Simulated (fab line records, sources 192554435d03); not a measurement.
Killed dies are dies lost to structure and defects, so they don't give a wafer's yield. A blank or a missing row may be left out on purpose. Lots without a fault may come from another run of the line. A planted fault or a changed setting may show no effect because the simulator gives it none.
Split-lot experiment | flow n5_finfet | 4 lots, 21 wafers read, on a route of 1938 steps

THE SPLIT
At N5_BEOL_M7_COAT_22 (resist thk 30 nm), the setting spin_rpm was moved away from the recipe's 1500 rpm on 6 of the 21 wafers read, by +6.8% to +9.7%. The other wafers ran this setting at the recipe's value.

FROM THE SPLIT TO THE READING: what the file shows between them, 3 steps
- N5_BEOL_M7_EBR_24
- N5_BEOL_M7_SOFTBAKE_23: time 60 s
- N5_BEOL_M7_DESCUM_33: chemistry O2, time 7 s

THE READING
CAR-EUV_of_BEOL_M7_COAT_22.thk_nm (the simulator's own value, which no gauge read), in nm, at N5_BEOL_M7_ETCH_72 (etches underlayer in N2/H2, target depth 6.5 nm, time 5.2 s). The file gives no usual value for it. The 15 wafers here that ran the recipe average 20.5 nm, standard deviation 0.11 nm.

wafer  | tool, chamber at the split | spin_rpm as run, rpm | against the recipe | CAR-EUV_of_BEOL_M7_COAT_22.thk_nm, nm | against lot-mates on the recipe
L077.1 | litho_track-05, 0          | 1500                 | recipe             | 20.2                                  | -
L077.2 | litho_track-05, 0          | 1500                 | recipe             | 20.4                                  | -
L077.5 | litho_track-05, 0          | 1500                 | recipe             | 20.4                                  | -
L077.3 | litho_track-05, 0          | 1646                 | +9.7%              | 18.8                                  | -1.5
L077.6 | litho_track-05, 0          | 1646                 | +9.7%              | 18.8                                  | -1.5
L077.4 | litho_track-05, 0          | 1646                 | +9.7%              | 19                                    | -1.3
L084.1 | litho_track-05, 0          | 1602                 | +6.8%              | 19.4                                  | -1.0
L084.3 | litho_track-05, 0          | 1602                 | +6.8%              | 19.4                                  | -1.0
L084.5 | litho_track-05, 0          | 1602                 | +6.8%              | 19.4                                  | -1.0
L084.2 | litho_track-05, 0          | 1500                 | recipe             | 20.4                                  | -
L084.4 | litho_track-05, 0          | 1500                 | recipe             | 20.4                                  | -
L084.6 | litho_track-05, 0          | 1500                 | recipe             | 20.4                                  | -
L083.4 | litho_track-01, 0          | 1500                 | recipe             | 20.4                                  | -
L083.5 | litho_track-01, 0          | 1500                 | recipe             | 20.6                                  | -
L083.6 | litho_track-01, 0          | 1500                 | recipe             | 20.6                                  | -
L089.1 | litho_track-05, 0          | 1500                 | recipe             | 20.4                                  | -
L089.3 | litho_track-05, 0          | 1500                 | recipe             | 20.4                                  | -
L089.6 | litho_track-05, 0          | 1500                 | recipe             | 20.4                                  | -
L089.2 | litho_track-05, 0          | 1500                 | recipe             | 20.6                                  | -
L089.4 | litho_track-05, 0          | 1500                 | recipe             | 20.6                                  | -
L089.5 | litho_track-05, 0          | 1500                 | recipe             | 20.6                                  | -

THE FIT
A straight line over all 21 wafers: CAR-EUV_of_BEOL_M7_COAT_22.thk_nm changes by -0.161 nm for each +1% of spin_rpm; r = -0.99; the points scatter about the line by 0.11 nm.
The same after taking each lot's own level away (the mean of its wafers on the recipe; 21 wafers): -0.15 nm for each +1%; r = -0.99; scatter 0.086 nm.
On that fit, the largest move of spin_rpm shifts the reading by 1.5 nm.
The lots' own levels span 20.33 to 20.53 nm, that is 1.7 times the standard deviation above.
So the lot-to-lot level changes the slope little: the two slopes agree.
Check: with one of the wafers moved furthest among these (+9.7%) left out of the fit, the line predicts -1.43 nm for it against its lot-mates. It came out at -1.53 nm against them.

OTHER SPLITS ON THESE WAFERS
These wafers also went through other splits before the reading. Each is held against what the fit with the lots' levels taken away leaves over:
other split on the same wafers | wafers away from the commonest value | r with CAR-EUV_of_BEOL_M7_COAT_22.thk_nm (lot level and that fit taken away)
N5_BEOL_M7_ETCH_61 source_w    | 9                                    | +0.33

THE WHOLE CHAIN: every reading that the file lists as answering this split, in the file's order
step               | what it does                                                | reading                                                                            | change (the file's fit)               | r (the file's)
N5_BEOL_M7_COAT_22 | resist thk 30 nm                                            | CAR-EUV_of_BEOL_M7_COAT_22.thk_nm (the simulator's own value, which no gauge read) | -0.143 nm for each +1% of the setting | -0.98
N5_BEOL_M7_ETCH_72 | etches underlayer in N2/H2, target depth 6.5 nm, time 5.2 s | CAR-EUV_of_BEOL_M7_COAT_22.thk_nm (the simulator's own value, which no gauge read) | -0.149 nm for each +1% of the setting | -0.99

THE FILE'S OWN FIT
CAR-EUV_of_BEOL_M7_COAT_22.thk_nm changes by -0.149 nm for each +1% of spin_rpm, r = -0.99.
